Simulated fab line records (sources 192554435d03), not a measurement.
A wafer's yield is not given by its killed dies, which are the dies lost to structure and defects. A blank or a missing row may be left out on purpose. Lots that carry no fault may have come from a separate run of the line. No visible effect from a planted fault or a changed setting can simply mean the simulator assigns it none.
fab line records || flow n5-finfet
record: {"lots": 7, "wafers": 21}
route steps=1938 shown PASSIVATION@1930
start-h: the number of hours between the record's first day and the start of the first shown wafer of the lot || wait-h: hours elapsed since this lot's preceding step || " as in the row above || L1.1+2: a row that stands for several wafers || - no value, or no start given || * or withheld: withheld || < > ~ a bound
route shown NAME@n: a module of which the file shows steps, and the number in the route of the first || usual: mean and standard deviation over wafers with no fault || same: alike in all rows || chamber/n: place in a boat || sites: readings site by site || _std_site: standard deviation of those values || _edge_site: outer sites' mean less inner sites' || radius-mm: for every site, how far away it sits from the centre of the wafer || mask NAME#n: copy n || behind: the tool/chamber that last shaped the wafer || hold: reason for holding the lot/hours on hold/outcome of the hold || device: transistor that didn't switch, given as n, p or np || end of line: the route-end tests of the same wafers || step lacking rows: just its recipe || killed: dies that structure and defects cost at the first sort, which is not the same as the wafer's yield || map: a wafer's dies, marking killed ones x, the rest . and places with no die _
set.NAME: the setting the step ran with; set.NAME@STEP: the setting that earlier step ran with || model.NAME: the simulator's own value behind a step, which no gauge read
lots whose settings were changed on purpose; a table a step, a row a wafer
== steps ==
step: N5_PASSIVATION_ETCH_54
recipe: {"chemistry": "CHF3/O2", "target": "SiO2", "target-depth-a": 8800, "CHF3_flow_sccm": 50, "O2_flow_sccm": 5, "Ar_flow_sccm": 200, "time-s": 440, "mask-material": "PR", "pressure-mtorr": 30, "source-w": 650, "bias-w": 170, "ion-energy-ev": 200}
{"lot.wafer": "L075.1", "tool": "rie-diel-02", "chamber": 2, "start-h": 263.23, "wait-h": 0.1, "set.time-s": 501.6, "model.etch.depth-nm": 997.1, "model.PASSIVATION.feature-depth-nm": 997}
{"lot.wafer": "L075.3", "tool": "rie-diel-02", "chamber": 0, "start-h": 263.23, "wait-h": 0.1, "set.time-s": 501.6, "model.etch.depth-nm": 995.8, "model.PASSIVATION.feature-depth-nm": 995.8}
{"lot.wafer": "L075.6", "tool": "rie-diel-02", "chamber": 0, "start-h": 263.23, "wait-h": 0.1, "set.time-s": 440, "model.etch.depth-nm": 885.3, "model.PASSIVATION.feature-depth-nm": 885.2}
{"lot.wafer": "L081.2", "tool": "rie-diel-06", "chamber": 0, "start-h": 315.13, "wait-h": 0.1, "set.time-s": 440, "model.etch.depth-nm": 896.9, "model.PASSIVATION.feature-depth-nm": 897}
{"lot.wafer": "L081.5", "tool": "rie-diel-06", "chamber": 3, "start-h": 315.13, "wait-h": 0.1, "set.time-s": 512.7, "model.etch.depth-nm": 1065, "model.PASSIVATION.feature-depth-nm": 1065}
{"lot.wafer": "L081.6", "tool": "rie-diel-06", "chamber": 2, "start-h": 315.13, "wait-h": 0.1, "set.time-s": 512.7, "model.etch.depth-nm": 1027, "model.PASSIVATION.feature-depth-nm": 1027}
{"lot.wafer": "L083.1", "tool": "rie-diel-04", "chamber": 2, "start-h": 328.74, "wait-h": 0.1, "set.time-s": 440, "model.etch.depth-nm": 905.8, "model.PASSIVATION.feature-depth-nm": 905.8}
{"lot.wafer": "L083.3", "tool": "rie-diel-04", "chamber": 0, "start-h": 328.74, "wait-h": 0.1, "set.time-s": 440, "model.etch.depth-nm": 883.7, "model.PASSIVATION.feature-depth-nm": 883.6}
{"lot.wafer": "L083.4", "tool": "rie-diel-04", "chamber": 3, "start-h": 328.74, "wait-h": 0.1, "set.time-s": 473, "model.etch.depth-nm": 954.5, "model.PASSIVATION.feature-depth-nm": 954.6}
{"lot.wafer": "L086.2", "tool": "rie-diel-02", "chamber": 2, "start-h": 329.73, "wait-h": 0.1, "set.time-s": 440, "model.etch.depth-nm": 881, "model.PASSIVATION.feature-depth-nm": 881}
{"lot.wafer": "L086.4", "tool": "rie-diel-02", "chamber": 3, "start-h": 329.73, "wait-h": 0.1, "set.time-s": 473, "model.etch.depth-nm": 962.6, "model.PASSIVATION.feature-depth-nm": 962.6}
{"lot.wafer": "L086.6", "tool": "rie-diel-02", "chamber": 1, "start-h": 329.73, "wait-h": 0.1, "set.time-s": 440, "model.etch.depth-nm": 895.4, "model.PASSIVATION.feature-depth-nm": 895.4}
{"lot.wafer": "L088.1", "tool": "rie-diel-04", "chamber": 0, "start-h": 354.42, "wait-h": 0.1, "set.time-s": 440, "model.etch.depth-nm": 885, "model.PASSIVATION.feature-depth-nm": 885}
{"lot.wafer": "L088.3", "tool": "rie-diel-04", "chamber": 2, "start-h": 354.42, "wait-h": 0.1, "set.time-s": 440, "model.etch.depth-nm": 894.6, "model.PASSIVATION.feature-depth-nm": 894.6}
{"lot.wafer": "L088.6", "tool": "rie-diel-04", "chamber": 0, "start-h": 354.42, "wait-h": 0.1, "set.time-s": 440, "model.etch.depth-nm": 881.7, "model.PASSIVATION.feature-depth-nm": 881.8}
{"lot.wafer": "L093.1", "tool": "rie-diel-02", "chamber": 1, "start-h": 399.65, "wait-h": 0.1, "set.time-s": 440, "model.etch.depth-nm": 882.6, "model.PASSIVATION.feature-depth-nm": 882.6}
{"lot.wafer": "L093.2", "tool": "rie-diel-02", "chamber": 3, "start-h": 399.65, "wait-h": 0.1, "set.time-s": 440, "model.etch.depth-nm": 881.3, "model.PASSIVATION.feature-depth-nm": 881.2}
{"lot.wafer": "L093.4", "tool": "rie-diel-02", "chamber": 2, "start-h": 399.65, "wait-h": 0.1, "set.time-s": 440, "model.etch.depth-nm": 880.2, "model.PASSIVATION.feature-depth-nm": 880.2}
{"lot.wafer": "L095.2", "tool": "rie-diel-02", "chamber": 3, "start-h": 401.40, "wait-h": 0.1, "set.time-s": 440, "model.etch.depth-nm": 883.8, "model.PASSIVATION.feature-depth-nm": 883.8}
{"lot.wafer": "L095.4", "tool": "rie-diel-02", "chamber": 1, "start-h": 401.40, "wait-h": 0.1, "set.time-s": 440, "model.etch.depth-nm": 892.2, "model.PASSIVATION.feature-depth-nm": 892.2}
{"lot.wafer": "L095.6", "tool": "rie-diel-02", "chamber": 0, "start-h": 401.40, "wait-h": 0.1, "set.time-s": 440, "model.etch.depth-nm": 869.6, "model.PASSIVATION.feature-depth-nm": 869.6}
== key ==
split: {"step": "N5_PASSIVATION_ETCH_54", "setting": "time-s", "stated": 440, "by": "wafer"}
response: {"step": "N5_PASSIVATION_ETCH_54", "reading": "model.etch.depth-nm", "change": "+8.64", "per": "1%", "r": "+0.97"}
response: {"step": "N5_PASSIVATION_ETCH_54", "reading": "model.PASSIVATION.feature-depth-nm", "change": "+8.64", "per": "1%", "r": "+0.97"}
